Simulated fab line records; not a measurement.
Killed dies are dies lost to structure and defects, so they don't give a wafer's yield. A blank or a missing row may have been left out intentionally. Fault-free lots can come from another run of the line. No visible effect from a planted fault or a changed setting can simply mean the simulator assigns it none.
fab line records	flow n5_finfet
[record] lots = 7	wafers = 39
route steps=1938 shown WELL_APT@33 STI_FIN_REVEAL@190 DUMMY_GATE@237 SD_EPI_N@288 GATE_CUT@501
start_h: start of the lot's first displayed wafer, in hours after the record's first day	wait_h: how many hours have passed since the lot's step before this one	" the same as in the row above	L1.1+2: a row that stands for several wafers	- no value, or no start was given	* or withheld: withheld	< > ~ a bound
route shown NAME@n: names a module that has steps shown in the file, with the first one's number in the route	usual: mean/standard deviation of fault-free wafers	same: alike in all rows	chamber/n: place in a boat	sites: the reading at each site	_std_site: their standard deviation	_edge_site: the outer-site mean with the inner-site mean subtracted	radius_mm: how far each site lies from the wafer's centre	mask NAME#n: copy n	behind: the last tool/chamber to shape the wafer	hold: cause of the lot's hold/its duration in hours/its outcome	device: which transistor (n, p or np) failed to switch	end of line: the same wafers' tests at the end of the route	step lacking rows: just its recipe	killed: the dies lost at the first sort to structure and to defects; this is not the yield of the wafer	map: the dies of a wafer, with x for killed, . for not killed, _ for no die there
set.NAME: the setting that was run; set.NAME@STEP: the one run at that earlier step	model.NAME: the simulator's own value behind a step, which no gauge read
lots where settings were altered on purpose, with a table for each step and a row for each wafer
[[steps]]
[step N5_WELL_APT_IMPLANT_15]
[recipe] species = As	energy_kev = 25	dose_cm2 = 1.5e+13	tilt_deg = 0	rotation_deg = 0
lot.wafer	tool	chamber	start_h	wait_h	set.energy_kev	model.implant.rp_nm	model.implant.drp_nm
L075.1+2+3+4+5+6	implanter-02	0	20.09	0.1	25	18.78	8.457
L082.1+2+3+4+5+6	implanter-02	0	62.05	0.1	25	18.51	8.457
L085.1+2+3	implanter-01	0	80.07	0.1	25	18.74	8.457
L085.4+5+6	"	0	"	"	22.35	17.25	7.815
L089.1+5+6	implanter-01	0	104.88	0.1	25	18.45	8.457
L089.2+3+4	"	0	"	"	23	17.35	7.974
L091.2+3+4	implanter-01	0	117.74	0.1	25	18.59	8.457
L093.1+4+5	implanter-02	0	128.92	0.1	25	18.92	8.457
L093.2+3+6	"	0	"	"	27.59	20.37	9.074
L097.1+2+4	implanter-01	0	152.07	0.1	25	18.54	8.457
L097.3+5+6	"	0	"	"	27.16	19.72	8.972
[step N5_WELL_APT_IMPLANT_32]
[recipe] species = BF2	energy_kev = 50	dose_cm2 = 2e+13	tilt_deg = 0	rotation_deg = 0
lot.wafer	tool	chamber	start_h	wait_h	set.energy_kev	model.implant.rp_nm	model.implant.drp_nm
L075.1+2+4	implanter-02	0	21.37	0.1	50	38.3	18.55
L075.3+5+6	"	0	"	"	53.32	40.81	19.44
L082.1+2+3+4+5+6	implanter-01	0	63.30	0.1	50	36.4	18.55
L085.1+5+6	implanter-01	0	81.32	0.1	50	36.6	18.55
L085.2+3+4	"	0	"	"	46.27	33.9	17.56
L089.1+2+3	implanter-02	0	106.65	0.1	43.39	33.2	16.79
L089.4+5+6	"	0	"	"	50	38.02	18.55
L091.2+3+4	implanter-02	0	119.93	0.1	50	37.34	18.55
L093.1+3+6	implanter-01	0	130.21	0.1	45.52	33.51	17.36
L093.2+4+5	"	0	"	"	50	36.77	18.55
L097.1+2+3+4+5+6	implanter-02	0	153.31	0.1	50	37.33	18.55
[step N5_STI_FIN_REVEAL_ETCHBACK_08]
[recipe] chemistry = C4F6/O2	target = SiO2	target_depth_a = 305	time_s = 10.167	ion_energy_ev = 250	pressure_mtorr = 30	source_w = 345	bias_w = 185	Ar_flow_sccm = 300	C4F6_flow_sccm = 10	O2_flow_sccm = 10
lot.wafer	tool	chamber	start_h	wait_h	set.target_depth_a
L075.1+2+3+4+5+6	rie_diel-04	2,1,3,3,2,1	41.46	0.2	305
L082.1+4+6	rie_diel-05	2,3,0	81.73	0.3	305
L082.2+3+5	"	1,0,3	"	"	264.1
L085.1+3+4	rie_diel-04	2,1,3	102.32	0.2	282.9
L085.2+5+6	"	0,2,1	"	"	305
L089.1+2+5	rie_diel-04	1,2,1	127.72	0.2	305
L089.3+4+6	"	3,0,2	"	"	279.6
L091.2+3+4	rie_diel-04	3,0,2	138.40	0.3	305
L093.1+2+3+4+5+6	rie_diel-04	1,3,0,2,2,1	149.13	0.2	305
L097.1+2+3+4+5+6	rie_diel-01	1,3,0,2,2,3	171.67	0.2	305
[step N5_STI_FIN_REVEAL_STRIP_24]
[recipe] chemistry = N2/H2	time_s = 90	power_w = 100	temp_c = 40	pressure_mtorr = 100	rf_frequency_hz = 6e+07	bias_power_w = 3	n2_flow_sccm = 300	h2_flow_sccm = 300
[step N5_STI_FIN_REVEAL_PRECLEAN_25]
[recipe] chemistry = SPM	time_s = 90	temp_c = 120	mix = 4:1
[step N5_STI_FIN_REVEAL_SRD_23]
[recipe] dry = ipa_marangoni	time_s = 30	temp_c = 23	rinse_liquid = diw
[step N5_STI_FIN_REVEAL_FIN_H_MEAS_10]
[usual] trench_depth_nm = 51.8/0.53
lot.wafer	tool	chamber	start_h	wait_h	set.target_depth_a@STI_FIN_REVEAL_ETCHBACK_08	trench_depth_nm
L075.1	ocd-02	-	44.41	0.0	305	51.6
L075.2	"	-	"	"	305	52.2
L075.3	"	-	"	"	305	51.4
L075.4	"	-	"	"	305	51.2
L075.5	"	-	"	"	305	51.5
L075.6	"	-	"	"	305	51.9
L082.1	ocd-01	-	84.68	0.0	305	51.7
L082.2	"	-	"	"	264.1	47.9
L082.3	"	-	"	"	264.1	47.6
L082.4	"	-	"	"	305	51.9
L082.5	"	-	"	"	264.1	48.0
L082.6	"	-	"	"	305	51.8
L085.1	ocd-01	-	105.27	0.0	282.9	50.1
L085.2	"	-	"	"	305	52.0
L085.3	"	-	"	"	282.9	50.4
L085.4	"	-	"	"	282.9	49.7
L085.5	"	-	"	"	305	52.1
L085.6	"	-	"	"	305	52.4
L089.1	ocd-02	-	130.67	0.0	305	52.9
L089.2	"	-	"	"	305	52.7
L089.3	"	-	"	"	279.6	50.0
L089.4	"	-	"	"	279.6	49.5
L089.5	"	-	"	"	305	53.0
L089.6	"	-	"	"	279.6	50.0
L091.2	ocd-01	-	141.37	0.0	305	52.3
L091.3	"	-	"	"	305	51.9
L091.4	"	-	"	"	305	52.1
L093.1	ocd-01	-	152.11	0.0	305	51.6
L093.2	"	-	"	"	305	50.8
L093.3	"	-	"	"	305	50.7
L093.4	"	-	"	"	305	51.5
L093.5	"	-	"	"	305	51.3
L093.6	"	-	"	"	305	51.4
L097.1	ocd-02	-	174.65	0.0	305	53.3
L097.2	"	-	"	"	305	52.7
L097.3	"	-	"	"	305	52.5
L097.4	"	-	"	"	305	52.1
L097.5	"	-	"	"	305	52.0
L097.6	"	-	"	"	305	52.6
[step N5_DUMMY_GATE_ETCH_37]
[recipe] chemistry = N2/H2	target = SOC	target_depth_a = 600	overetch_a = 300	temp_c = 40	ion_energy_ev = 200	pressure_mtorr = 30	source_w = 840	bias_w = 150	n2_flow_sccm = 200	h2_flow_sccm = 200
[usual] rf_vpp_V = 524.8/2.7
lot.wafer	tool	chamber	start_h	wait_h	set.source_w	rf_vpp_V	model.SiARC_of_DUMMY_GATE_COAT_35.thk_nm
L075.1	rie_diel-03	1	55.37	0.0	840	526.6	5
L075.2	"	2	"	"	886.9	512.2	4.8
L075.3	"	3	"	"	840	523.8	5
L075.4	"	0	"	"	886.9	513.5	4.8
L075.5	"	3	"	"	886.9	513.3	4.8
L075.6	"	2	"	"	840	521.2	5
L082.1	rie_diel-06	3	94.27	0.0	840	528.6	5
L082.2	"	0	"	"	840	522.1	5.2
L082.3	"	2	"	"	768	540.5	5.2
L082.4	"	0	"	"	768	538.0	5.4
L082.5	"	3	"	"	768	544.6	5.4
L082.6	"	2	"	"	840	526.0	5
L085.1	rie_diel-06	3	114.15	0.0	840	527.4	5.2
L085.2	"	0	"	"	739	545.7	5.6
L085.3	"	2	"	"	840	525.4	5
L085.4	"	0	"	"	739	545.9	5.6
L085.5	"	3	"	"	840	527.0	5.2
L085.6	"	2	"	"	739	547.0	5.4
L089.1	rie_diel-03	1	140.97	0.0	840	526.1	5
L089.2	"	2	"	"	840	522.3	5
L089.3	"	0	"	"	682.8	558.5	5.4
L089.4	"	3	"	"	682.8	559.3	5.6
L089.5	"	2	"	"	682.8	558.9	5.6
L089.6	"	1	"	"	840	525.4	5.2
L091.2	rie_diel-03	2	150.34	0.0	840	520.7	5.2
L091.3	"	3	"	"	840	522.9	5
L091.4	"	1	"	"	840	526.8	5.2
L093.1	rie_diel-06	2	161.39	0.0	784.6	536.8	5.2
L093.2	"	3	"	"	840	528.8	5.2
L093.3	"	1	"	"	784.6	536.5	5.2
L093.4	"	0	"	"	784.6	535.4	5.4
L093.5	"	3	"	"	840	527.7	5
L093.6	"	2	"	"	840	523.9	5
L097.1	rie_diel-02	0	184.43	0.0	742.1	550.7	5.4
L097.2	"	1	"	"	840	526.1	5
L097.3	"	3	"	"	840	527.0	4.8
L097.4	"	2	"	"	742.1	543.5	5.4
L097.5	"	2	"	"	742.1	544.1	5.4
L097.6	"	3	"	"	840	528.5	4.8
[step N5_DUMMY_GATE_ETCH_31]
[recipe] chemistry = C4F6/O2	target = SiO2	mask_material = SOC	target_depth_a = 825	time_s = 27.5	ion_energy_ev = 250	pressure_mtorr = 30	source_w = 345	bias_w = 185	Ar_flow_sccm = 300	C4F6_flow_sccm = 10	O2_flow_sccm = 10
lot.wafer	tool	chamber	start_h	wait_h	set.target_depth_a	model.etch.depth_nm	model.SOC_of_DUMMY_GATE_COAT_34.thk_nm
L075.1	rie_diel-02	1	55.65	0.0	761.3	76.44	52.2
L075.2	"	3	"	"	761.3	74.59	52.4
L075.3	"	0	"	"	761.3	77.76	52.2
L075.4	"	2	"	"	825	82.51	51.8
L075.5	"	0	"	"	825	84.24	51.4
L075.6	"	1	"	"	825	82.94	51.6
L082.1	rie_diel-03	2	94.82	0.2	825	80.53	52
L082.2	"	3	"	"	825	80.07	52
L082.3	"	1	"	"	825	80.45	52
L082.4	"	0	"	"	825	80.51	52.2
L082.5	"	1	"	"	825	80.13	52
L082.6	"	2	"	"	825	79.92	52
L085.1	rie_diel-03	1	114.43	0.0	825	82.06	51.8
L085.2	"	3	"	"	825	80.15	52.2
L085.3+6	"	2,3	"	"	825	80.4	52.2
L085.4	"	1	"	"	825	80.93	52
L085.5	"	2	"	"	825	80.5	52
L089.1	rie_diel-06	3	141.32	0.1	825	81.57	51.8
L089.2	"	0	"	"	727.7	71.59	53
L089.3	"	1	"	"	825	84.13	51.6
L089.4	"	2	"	"	727.7	72.56	52.8
L089.5	"	3	"	"	727.7	72.55	53
L089.6	"	0	"	"	825	81.51	52
L091.2	rie_diel-06	2	150.62	0.0	825	83.19	51.8
L091.3	"	3	"	"	825	83.44	51.8
L091.4	"	0	"	"	825	82.16	51.8
L093.1	rie_diel-03	3	161.68	0.1	825	81.2	52.2
L093.2	"	1	"	"	825	81.43	52.2
L093.3	"	2	"	"	825	81.52	52.2
L093.4	"	0	"	"	865.5	87.36	51.4
L093.5	"	1	"	"	865.5	85.22	51.6
L093.6	"	2	"	"	865.5	85.06	51.6
L097.1	rie_diel-02	2	184.99	0.2	871.6	85.95	51.6
L097.2	"	1	"	"	871.6	86.54	51.6
L097.3	"	0	"	"	825	82.2	52
L097.4	"	3	"	"	825	84.76	51.6
L097.5	"	2	"	"	871.6	85.4	51.6
L097.6	"	3	"	"	825	85.32	51.4
[step N5_SD_EPI_N_EPI_21]
[recipe] material = Si:P	dopant = P	temp_c = 680	pressure_torr = 255	time_s = 690
lot.wafer	tool	chamber	start_h	wait_h	set.pressure_torr	model.Si-P_of_SD_EPI_N_EPI_21.thk_nm
L075.1	epi_rpcvd-04	0	60.90	0.2	269.2	59.8
L075.2	"	0	"	"	269.2	60.4
L075.3+5	"	0	"	"	269.2	61
L075.4+6	"	0	"	"	269.2	60.2
L082.1	epi_rpcvd-03	0	99.20	0.3	218.6	54.6
L082.2	"	0	"	"	218.6	55.2
L082.3	"	0	"	"	218.6	54
L082.4	"	0	"	"	218.6	54.8
L082.5	"	0	"	"	218.6	54.4
L082.6	"	0	"	"	218.6	55
L085.1	epi_rpcvd-04	0	119.18	0.1	235.6	57
L085.2+3	"	0	"	"	235.6	56.8
L085.4	"	0	"	"	235.6	56
L085.5	"	0	"	"	235.6	57.4
L085.6	"	0	"	"	235.6	56.6
L089.1+6	epi_rpcvd-03	0	145.53	0.1	299.7	62.6
L089.2	"	0	"	"	299.7	62.2
L089.3	"	0	"	"	299.7	62.4
L089.4	"	0	"	"	299.7	63
L089.5	"	0	"	"	299.7	62.8
L091.2+3	epi_rpcvd-03	0	154.60	0.4	255	59
L091.4	"	0	"	"	255	58.4
L093.1+2	epi_rpcvd-04	0	165.49	0.1	223	55.8
L093.3+4+5	"	0	"	"	223	55.4
L093.6	"	0	"	"	223	56
L097.1	epi_rpcvd-04	0	193.35	0.1	255	59.8
L097.2+4	"	0	"	"	255	60
L097.3	"	0	"	"	255	59.6
L097.5	"	0	"	"	255	60.2
L097.6	"	0	"	"	255	60.6
[step N5_SD_EPI_N_EPI_MEAS_23]
[recipe] mode = xrd
[usual] thk_nm = 59.0/1.1
lot.wafer	tool	chamber	start_h	wait_h	set.pressure_torr@SD_EPI_N_EPI_21	thk_nm
L075.1	film_metro-01	-	63.18	1.9	269.2	58.9
L075.2	"	-	"	"	269.2	59.7
L075.3	"	-	"	"	269.2	60.6
L075.4	"	-	"	"	269.2	59.3
L075.5	"	-	"	"	269.2	59.7
L075.6	"	-	"	"	269.2	60.3
L082.1	film_metro-01	-	102.22	2.5	218.6	54.8
L082.2	"	-	"	"	218.6	55.6
L082.3	"	-	"	"	218.6	54.8
L082.4	"	-	"	"	218.6	55.8
L082.5	"	-	"	"	218.6	55.5
L082.6	"	-	"	"	218.6	55.7
L085.1	film_metro-01	-	120.90	1.4	235.6	57.6
L085.2	"	-	"	"	235.6	57.4
L085.3	"	-	"	"	235.6	56.9
L085.4	"	-	"	"	235.6	58.2
L085.5	"	-	"	"	235.6	57.0
L085.6	"	-	"	"	235.6	56.4
L089.1	film_metro-01	-	147.26	1.5	299.7	62.8
L089.2	"	-	"	"	299.7	62.6
L089.3	"	-	"	"	299.7	63.0
L089.4	"	-	"	"	299.7	63.7
L089.5	"	-	"	"	299.7	63.3
L089.6	"	-	"	"	299.7	61.5
L091.2	film_metro-01	-	156.04	1.2	255	59.0
L091.3	"	-	"	"	255	58.4
L091.4	"	-	"	"	255	60.9
L093.1	film_metro-02	-	167.21	1.4	223	55.9
L093.2	"	-	"	"	223	55.9
L093.3	"	-	"	"	223	55.5
L093.4	"	-	"	"	223	54.3
L093.5	"	-	"	"	223	56.1
L093.6	"	-	"	"	223	55.9
L097.1	film_metro-01	-	195.07	1.4	255	59.7
L097.2	"	-	"	"	255	59.2
L097.3	"	-	"	"	255	58.4
L097.4	"	-	"	"	255	59.9
L097.5	"	-	"	"	255	60.3
L097.6	"	-	"	"	255	60.4
[step N5_GATE_CUT_CUT_ETCH_54]
[recipe] chemistry = Cl2/BCl3	target = TiN	mask_material = SiO2	target_depth_a = 967	pressure_mtorr = 10	icp_w = 1000	bias_w = 126	Cl2_flow_sccm = 53.25	bcl3_flow_sccm = 21.75	Ar_flow_sccm = 25	ends = cleared
[usual] etch_rf_on_time_s = 36.6/0.44
lot.wafer	tool	chamber	start_h	wait_h	set.icp_w	etch_rf_on_time_s
L075.1	rie_metal-01	0	94.78	0.0	1000	36.0
L075.2	"	1	"	"	1000	36.5
L075.3	"	0	"	"	1000	36.1
L075.4	"	1	"	"	1000	36.5
L075.5	"	1	"	"	1000	36.5
L075.6	"	0	"	"	1000	36.2
L082.1	rie_metal-03	0	136.32	0.0	1000	36.9
L082.2	"	1	"	"	1000	36.6
L082.3	"	0	"	"	1048	35.6
L082.4	"	1	"	"	1000	37.0
L082.5	"	0	"	"	1048	35.7
L082.6	"	1	"	"	1048	35.6
L085.1	rie_metal-01	1	151.38	0.0	1170	32.1
L085.2	"	0	"	"	1170	31.7
L085.3	"	0	"	"	1000	36.4
L085.4	"	1	"	"	1000	37.0
L085.5	"	0	"	"	1000	36.1
L085.6	"	1	"	"	1170	32.2
L089.1	rie_metal-03	1	178.50	0.0	1000	36.8
L089.2	"	0	"	"	1000	37.1
L089.3	"	0	"	"	1083	34.7
L089.4	"	1	"	"	1083	34.4
L089.5	"	0	"	"	1000	37.1
L089.6	"	1	"	"	1083	34.4
L091.2	rie_metal-03	0	190.59	0.0	1000	37.0
L091.3	"	0	"	"	1000	36.8
L091.4	"	1	"	"	1000	36.8
L093.1	rie_metal-01	1	201.55	0.0	1000	36.4
L093.2	"	0	"	"	1000	36.0
L093.3	"	0	"	"	1000	35.8
L093.4	"	1	"	"	1000	36.2
L093.5	"	0	"	"	1000	35.7
L093.6	"	1	"	"	1000	36.7
L097.1	rie_metal-03	0	227.56	0.0	1000	37.2
L097.2	"	1	"	"	837.9	43.3
L097.3	"	1	"	"	1000	37.4
L097.4	"	0	"	"	837.9	43.7
L097.5	"	1	"	"	1000	37.5
L097.6	"	0	"	"	837.9	43.7
[[key]]
[split] step = N5_WELL_APT_IMPLANT_15	setting = energy_kev	stated = 25	by = wafer
[response] step = N5_WELL_APT_IMPLANT_15	reading = model.implant.rp_nm	change = +0.139	per = 1%	r = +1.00
[response] step = N5_WELL_APT_IMPLANT_15	reading = model.implant.drp_nm	change = +0.06	per = 1%	r = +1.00
[split] step = N5_WELL_APT_IMPLANT_32	setting = energy_kev	stated = 50	by = wafer
[response] step = N5_WELL_APT_IMPLANT_32	reading = model.implant.rp_nm	change = +0.366	per = 1%	r = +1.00
[response] step = N5_WELL_APT_IMPLANT_32	reading = model.implant.drp_nm	change = +0.133	per = 1%	r = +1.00
[split] step = N5_STI_FIN_REVEAL_ETCHBACK_08	setting = target_depth_a	stated = 305	by = wafer
[response] step = N5_STI_FIN_REVEAL_FIN_H_MEAS_10	reading = trench_depth_nm	change = +0.31	per = 1%	r = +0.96
[split] step = N5_DUMMY_GATE_ETCH_37	setting = source_w	stated = 840	by = wafer
[response] step = N5_DUMMY_GATE_ETCH_37	reading = rf_vpp_V	change = -1.74	per = 1%	r = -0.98
[response] step = N5_DUMMY_GATE_ETCH_37	reading = model.SiARC_of_DUMMY_GATE_COAT_35.thk_nm	change = -0.0314	per = 1%	r = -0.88
[split] step = N5_DUMMY_GATE_ETCH_31	setting = target_depth_a	stated = 825	by = wafer
[response] step = N5_DUMMY_GATE_ETCH_31	reading = model.etch.depth_nm	change = +0.81	per = 1%	r = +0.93
[response] step = N5_DUMMY_GATE_ETCH_31	reading = model.SOC_of_DUMMY_GATE_COAT_34.thk_nm	change = -0.087	per = 1%	r = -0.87
[split] step = N5_SD_EPI_N_EPI_21	setting = pressure_torr	stated = 255	by = lot
[response] step = N5_SD_EPI_N_EPI_21	reading = model.Si-P_of_SD_EPI_N_EPI_21.thk_nm	change = +0.251	per = 1%	r = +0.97
[response] step = N5_SD_EPI_N_EPI_MEAS_23	reading = thk_nm	change = *	per = 1%	r = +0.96
[split] step = N5_GATE_CUT_CUT_ETCH_54	setting = icp_w	stated = 1000	by = wafer
[response] step = N5_GATE_CUT_CUT_ETCH_54	reading = etch_rf_on_time_s	change = *	per = 1%	r = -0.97
